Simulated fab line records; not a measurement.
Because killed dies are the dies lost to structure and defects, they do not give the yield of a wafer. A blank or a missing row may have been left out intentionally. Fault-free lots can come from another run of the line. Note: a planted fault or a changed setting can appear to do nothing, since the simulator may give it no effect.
fab line records	flow nandHarc
[record] lots = 12	wafers = 35	lastDay = 25
route steps=1159 shown A_M1@1044 A_BONDPAD@1060 END@1159
lots that met no fault: from a run of the same line without faults
startH: start of the lot's first displayed wafer, in hours after the record's first day	waitH: hours elapsed since this lot's preceding step	" identical to the entry in the row above	L1.1+2: a row that stands for several wafers	- value missing, or start not given	* or withheld: withheld	< > ~ a bound
route shown NAME@n: names a module that has steps shown in the file, with the first one's number in the route	usual: mean/standard deviation taken from wafers without a fault	same: alike in all rows	chamber/n: place in a boat	sites: each site's reading	_std_site: the values' standard deviation	_edge_site: inner sites' mean taken away from outer sites' mean	radiusMm: for every site, how far away it sits from the centre of the wafer	mask NAME#n: copy n	behind: the last tool/chamber to shape the wafer	hold: the reason the lot was held/the length of the hold in hours/how it ended	device: names the non-switching transistor (n, p or np)	end of line: the same wafers' tests at the end of the route	a step without rows: its recipe alone	killed: not the wafer's yield, but the dies lost to structure and defects at the first sort	map: a wafer's dies, marking killed ones x, the rest . and places with no die _
set.NAME: the run value of the setting; set.NAME@STEP: its run value at that earlier step	model.NAME: the simulator's own value behind a step, which no gauge read
route steps across a sampled set of lots; one table per step, one row per wafer
services: the hour from which a tool's chamber was out of use, counted from the record's first day as startH (under 0 if before that day), plus the number of hours and why
[[steps]]
[step NHARC_A_M1_ETCH_28]
[recipe] targetDepthA = 300	overEtchFrac = 0.3	timeS = 72.99	ionEnergyEv = 150	cf4FlowSccm = 50	n2FlowSccm = 100	arFlowSccm = 150	rfW = 300	biasW = 100	chemistry = CF4/N2
[usual] chamberPressureMTorr = 29.999/0.027	drypumpMotorCurrentA = 5.7/0.42	oesProductAu = 0.997/0.016	rfVppV = 313.4/2.1	showerheadPlenumPTorr = 2.58/0.11	throttleValvePct = 19.794/0.0093
lot.wafer	tool	chamber	startH	waitH	chamberPressureMTorr	drypumpMotorCurrentA	oesProductAu	rfHoursCounterH	rfVppV	showerheadPlenumPTorr	throttleValvePct
L802.3	rieDiel-05	0	-	-	30.008	5.5	1.005	2	315.4	2.78	19.787
L802.2	"	1	"	"	30.041	6.0	1.026	2	314.7	2.66	19.798
L802.6	"	1	"	"	30.042	6.0	1.014	-	315.3	2.66	19.785
L809.3	rieDiel-07	1	-	-	29.951	5.6	1.029	3	313.1	2.60	19.787
L809.4	"	3	"	"	30.038	5.5	0.986	2	317.3	2.77	19.781
L809.6	"	2	"	"	29.985	6.5	1.027	-	313.4	2.56	19.799
L807.1	rieDiel-05	1	-	-	29.967	6.0	1.023	3	315.3	2.66	19.798
L807.4	"	3	"	"	29.985	5.6	1.000	2	313.2	2.49	19.807
L807.5	"	1	"	"	30.047	5.9	1.023	-	314.7	2.66	19.779
L808.2	rieDiel-02	1	-	-	29.996	5.2	0.967	9	311.3	2.46	19.791
L808.1	"	2	"	"	29.964	6.5	0.992	6	312.8	2.51	19.773
L808.6	"	1	"	"	30.021	5.2	0.973	-	310.5	2.46	19.818
L810.2	rieDiel-07	0	-	-	29.969	5.7	0.996	5	314.0	2.64	19.795
L810.3	"	1	"	"	29.993	5.5	1.010	4	313.5	2.60	19.782
L810.6	"	0	"	"	29.990	5.7	0.993	-	314.7	2.64	19.790
L812.4	rieDiel-07	1	-	-	29.992	5.5	1.012	4	313.6	2.60	19.797
L812.5	"	3	"	"	30.012	5.5	0.996	-	315.3	2.77	19.796
L812.6	"	0	"	"	29.961	5.7	1.011	-	312.8	2.64	19.793
L815.6	rieDiel-07	1	-	-	29.983	5.5	1.006	-	314.2	2.60	19.813
L815.5	"	2	"	"	30.001	6.5	1.009	-	311.6	2.55	19.795
L816.4	rieDiel-02	2	-	-	29.970	6.5	0.994	-	312.0	2.51	19.797
L816.6	"	3	"	"	29.999	5.1	0.981	-	310.5	2.46	19.797
L816.5	"	0	"	"	30.046	5.7	0.979	-	313.3	2.46	19.801
L817.4	rieDiel-02	0	-	-	30.024	5.7	0.994	0	311.2	2.46	19.799
L817.3	"	1	"	"	30.028	5.2	1.010	0	311.3	2.46	19.781
L817.6	"	3	"	"	30.035	5.1	0.978	-	310.7	2.46	19.808
L818.4	rieDiel-07	2	-	-	29.990	6.5	1.008	10	313.7	2.55	19.794
L818.1	"	3	"	"	29.982	5.5	0.977	9	316.2	2.77	19.807
L818.3	"	0	"	"	29.996	5.7	0.991	10	314.5	2.63	19.787
L822.1	rieDiel-05	0	-	-	29.983	5.4	0.986	0	316.2	2.78	19.789
L822.3	"	1	"	"	30.029	6.0	1.003	0	315.2	2.65	19.796
L822.6	"	3	"	"	29.989	5.6	0.998	-	311.5	2.49	19.788
L821.1	rieDiel-07	2	-	-	30.015	6.5	1.017	12	313.2	2.55	19.788
L821.2	"	3	"	"	29.985	5.5	0.968	11	318.6	2.77	19.797
L821.4	"	0	"	"	29.969	5.7	0.991	12	314.1	2.63	19.795
[step NHARC_A_M1_THK_MEAS_24]
[recipe] thkMeasGauge = xrf
[usual] thkNm = 153.8/1.6
lot.wafer	tool	chamber	startH	waitH	thkNm
L802.2	filmMetro-02	-	407.61	-	153.4
L802.3	"	-	"	"	149.9
L802.6	"	-	"	"	153.1
L809.3	filmMetro-02	-	449.32	-	152.4
L809.4	"	-	"	"	153.2
L809.6	"	-	"	"	155.2
L807.1	filmMetro-01	-	458.60	-	149.9
L807.4	"	-	"	"	152.4
L807.5	"	-	"	"	155.5
L808.1	filmMetro-02	-	459.69	-	156.9
L808.2	"	-	"	"	152.2
L808.6	"	-	"	"	153.9
L810.2	filmMetro-01	-	470.97	-	153.4
L810.3	"	-	"	"	153.8
L810.6	"	-	"	"	153.8
L812.4	filmMetro-01	-	474.47	-	151.8
L812.5	"	-	"	"	155.1
L812.6	"	-	"	"	153.7
L815.5	filmMetro-01	-	506.47	-	152.8
L815.6	"	-	"	"	154.5
L816.4	filmMetro-01	-	506.74	-	152.9
L816.5	"	-	"	"	155.0
L816.6	"	-	"	"	154.0
L817.3	filmMetro-02	-	515.92	-	152.0
L817.4	"	-	"	"	154.2
L817.6	"	-	"	"	154.4
L818.1	filmMetro-02	-	517.98	-	153.6
L818.3	"	-	"	"	154.7
L818.4	"	-	"	"	153.7
L822.1	filmMetro-01	-	547.10	-	154.3
L822.3	"	-	"	"	155.8
L822.6	"	-	"	"	157.8
L821.1	filmMetro-02	-	551.04	-	151.4
L821.2	"	-	"	"	155.0
L821.4	"	-	"	"	152.1
[step NHARC_A_M1_DEP_33]
[recipe] targetThkA = 300	tempC = 370	targetThkNm = 30	pressureTorr = 3	flowSccm = 200	rfW = 450	material = SiCN
[usual] chamberPressureTorr = 3.000/0.0075	heaterPowerOuterW = 309/49	heaterPowerW = 559/63
lot.wafer	tool	chamber	startH	waitH	chamberPressureTorr	heaterPowerOuterW	heaterPowerW
L802.2	pecvd-01	1	408.05	0.1	2.999	272	562
L802.3	"	2	"	"	2.991	333	556
L802.6	"	2	"	"	2.995	330	542
L809.3	pecvd-04	0	449.62	0.1	3.003	285	531
L809.6	"	1	"	"	2.994	341	630
L809.4	"	2	"	"	3.011	230	450
L807.1	pecvd-04	2	458.91	0.1	2.998	269	511
L807.5	"	2	"	"	3.003	266	521
L807.4	"	1	"	"	3.002	349	627
L808.1	pecvd-04	2	460.01	0.1	3.002	244	496
L808.2	"	0	"	"	2.998	277	538
L808.6	"	1	"	"	2.999	268	528
L810.3	pecvd-04	2	471.27	0.1	3.002	271	515
L810.2	"	1	"	"	3.000	341	606
L810.6	"	0	"	"	2.997	303	531
L812.4	pecvd-01	1	475.05	0.2	2.997	337	643
L812.6	"	2	"	"	3.000	294	481
L812.5	"	0	"	"	2.990	366	635
L815.6	pecvd-02	0	506.99	0.2	-	-	-
L815.5	"	1	"	"	-	-	-
L816.4	pecvd-04	2	507.17	0.2	-	-	-
L816.6	"	0	"	"	-	-	-
L816.5	"	1	"	"	-	-	-
L817.3	pecvd-04	2	516.25	0.1	3.019	270	513
L817.6	"	2	"	"	3.011	273	520
L817.4	"	1	"	"	2.986	304	575
L818.1	pecvd-04	1	518.85	0.1	3.001	279	541
L818.3	"	0	"	"	2.987	235	459
L818.4	"	0	"	"	2.997	237	460
L822.3	pecvd-04	2	547.41	0.1	2.985	258	505
L822.1	"	1	"	"	2.999	265	517
L822.6	"	2	"	"	2.991	267	502
L821.1	pecvd-02	0	551.35	0.1	3.009	312	566
L821.2	"	2	"	"	3.012	437	727
L821.4	"	1	"	"	2.999	317	545
[step NHARC_A_BONDPAD_CMP_29]
[recipe] targetThkNm = 200	material = SiCN
[usual] motorCurrentA = 12.2/1.4
lot.wafer	tool	chamber	startH	waitH	motorCurrentA
L802.2	cmp-04	3	409.17	-	13.0
L802.3	"	1	"	"	12.9
L802.6	"	3	"	"	11.8
L809.4	cmp-01	2	450.61	-	12.7
L809.3	"	3	"	"	12.3
L809.6	"	1	"	"	15.3
L807.4	cmp-01	2	459.90	-	13.2
L807.1	"	0	"	"	10.8
L807.5	"	3	"	"	12.0
L808.1	cmp-01	2	461.02	-	11.8
L808.2	"	0	"	"	11.0
L808.6	"	2	"	"	12.7
L810.3	cmp-01	1	472.26	-	15.4
L810.2	"	3	"	"	12.0
L810.6	"	0	"	"	11.7
L812.4	cmp-04	0	475.90	-	11.5
L812.6	"	3	"	"	13.0
L812.5	"	0	"	"	10.7
L815.6	cmp-03	0	507.88	-	11.6
L815.5	"	1	"	"	11.0
L816.4	cmp-04	1	508.08	-	12.4
L816.5	"	2	"	"	11.6
L816.6	"	3	"	"	13.2
L817.3	cmp-01	2	517.26	-	13.3
L817.4	"	3	"	"	12.4
L817.6	"	1	"	"	15.0
L818.1	cmp-03	1	519.82	-	10.5
L818.3	"	2	"	"	10.4
L818.4	"	0	"	"	12.2
L822.1	cmp-01	0	548.38	-	10.6
L822.3	"	2	"	"	12.6
L822.6	"	1	"	"	15.5
L821.2	cmp-03	0	552.31	-	12.3
L821.1	"	1	"	"	10.6
L821.4	"	2	"	"	10.0
[step NHARC_END_SORT_01]
[recipe] tempC = 25
[usual] defectLimitedYield = 95.5/1.4	killedAtArray = 26/9.7	killedAtOther = 1.0/1.2	killedAtPeriphery = 3.9/2.6	killedDies = 31/9.7	killedOpen = 3.2/1.8	killedShort = 2.0/1.3	sort_bin_2_pct = 1.4/0.6	sort_bin_3_pct = 0.23/0.2	sort_bin_4_pct = 2.9/0.97	sortNPass = 646/9.7	sortRimYieldPct = 95.7/2.6	sortYieldPct = 95.5/1.4
[same] grossDies = 677	sort_bin_5_pct[%] = 0	sort_bin_6_pct[%] = 0	sort_bin_7_pct[%] = 0	sort_bin_8_pct[%] = 0	sortRimNGross = 106.00
lot.wafer	tool	chamber	startH	waitH	defectLimitedYield[%]	killedAtArray	killedAtOther	killedAtPeriphery	killedDies	killedOpen	killedShort	sort_bin_2_pct[%]	sort_bin_3_pct[%]	sort_bin_4_pct[%]	sortNPass	sortRimYieldPct[%]	sortYieldPct[%]
L816.4	prober-02	0	544.65	3.4	96.5	16	1	7	24	3	4	0.9	0.30	2.4	653	93.4	96.5
L816.5	prober-02	0	545.46	3.7	97.8	12	0	3	15	1	2	0.6	0	1.6	662	96.2	97.8
L816.6	prober-02	0	546.26	4.0	95.9	19	0	9	28	9	3	1.0	0	3.1	649	97.2	95.9
L815.5	prober-01	0	545.34	3.7	93.5	42	1	1	44	4	1	1.8	0.30	4.4	633	93.4	93.5
L815.6	prober-01	0	546.13	4.0	93.4	38	2	5	45	2	2	2.4	0.44	3.8	632	91.5	93.4
// killed by level:class
L816.4 P_M2:chamberFilmFlake=5 A_CHANNEL_HOLE_D1:chamberFilmFlake=3 A_STAIRCASE:chamberFilmFlake=3 A_WL_FILL:chamberFilmFlake=2 A_CONTACT:chamberFilmFlake=2 P_CONTACT:geometricParticle:short=1 P_M0:geometricParticle:short=1 A_ONON_D1:geometricParticle:open=1
L815.5 A_CHANNEL_HOLE_D1:chamberFilmFlake=22 A_SLIT:chamberFilmFlake=14 A_ONON_D1:geometricParticle:short=1 A_CHANNEL_HOLE_D1:geometricParticle:open=1 A_WL_FILL:geometricParticle:open=1 A_CONTACT:geometricParticle:open=1 A_M1:geometricParticle:open=1 P_ZERO_WELL:chamberFilmFlake=1
L816.5 A_CHANNEL_HOLE_D1:chamberFilmFlake=7 P_GATE:chamberFilmFlake=2 P_M1:geometricParticle:open=1 A_ONON_D1:geometricParticle:short=1 A_CHANNEL_HOLE_D1:geometricParticle:short=1 A_STAIRCASE:chamberFilmFlake=1 A_SLIT:chamberFilmFlake=1 A_CONTACT:chamberFilmFlake=1
L815.6 A_CHANNEL_HOLE_D1:chamberFilmFlake=19 A_SLIT:chamberFilmFlake=12 P_M2:chamberFilmFlake=4 A_WL_FILL:chamberFilmFlake=3 A_CHANNEL_FILL_D1:geometricParticle:short=2 THIN_TSV:chamberFilmFlake=2 A_CHANNEL_FILL_D1:geometricParticle:open=1 A_M1:geometricParticle:open=1
L816.6 P_M2:chamberFilmFlake=8 A_CONTACT:geometricParticle:open=3 A_CHANNEL_HOLE_D1:chamberFilmFlake=3 A_SLIT:chamberFilmFlake=3 A_BLC:geometricParticle:open=2 P_CONTACT:geometricParticle:open=1 A_ONON_D1:geometricParticle:short=1 A_CHANNEL_FILL_D1:geometricParticle:short=1
[[services]]
tool	chamber	startH	hours	kind
cmp-03	-	382.90	4.0	pm
rieDiel-05	3	383.39	19.8	repair
cmp-03	-	388.46	1.7	repair
cmp-04	-	399.75	4.0	pm
pecvd-04	0	416.91	15.0	repair
rieDiel-05	2	443.82	4.2	repair
cmp-04	-	446.46	1.9	repair
rieDiel-05	0	450.81	4.9	repair
rieDiel-07	1	452.39	15.5	repair
cmp-01	-	473.60	4.0	pm
cmp-01	-	484.86	1.0	repair
cmp-01	-	489.29	1.0	repair
pecvd-04	-	490.51	1.0	repair
rieDiel-02	1	497.73	9.5	repair
cmp-04	-	497.75	4.0	pm
rieDiel-02	-	504.70	9.0	pm
rieDiel-05	-	517.63	9.0	pm
rieDiel-07	2	529.76	7.1	repair
rieDiel-05	2	533.63	19.1	repair
cmp-04	-	534.55	1.5	repair
rieDiel-07	1	535.36	7.4	repair
rieDiel-07	-	540.94	0.2	repair
cmp-04	-	543.09	1.3	repair
pecvd-04	-	551.55	1.5	repair
[[key]]
[firstSign] step = NHARC_A_M1_DEP_33	reading = toolRecord	direction = missing
effect none on later readings
metAt NHARC_A_M1_DEP_33
struckLots L815,L816
notActingAt NHARC_A_M1_ETCH_28,NHARC_A_M1_THK_MEAS_24,NHARC_A_BONDPAD_CMP_29
onsetBetween 471.27 506.99
[fault] kind = skippedStepWhole	tool = pecvd-02,pecvd-04	chamber = -	onsetH = 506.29	steps = NHARC_A_M1_DEP_33	scope = struckLotsOnly
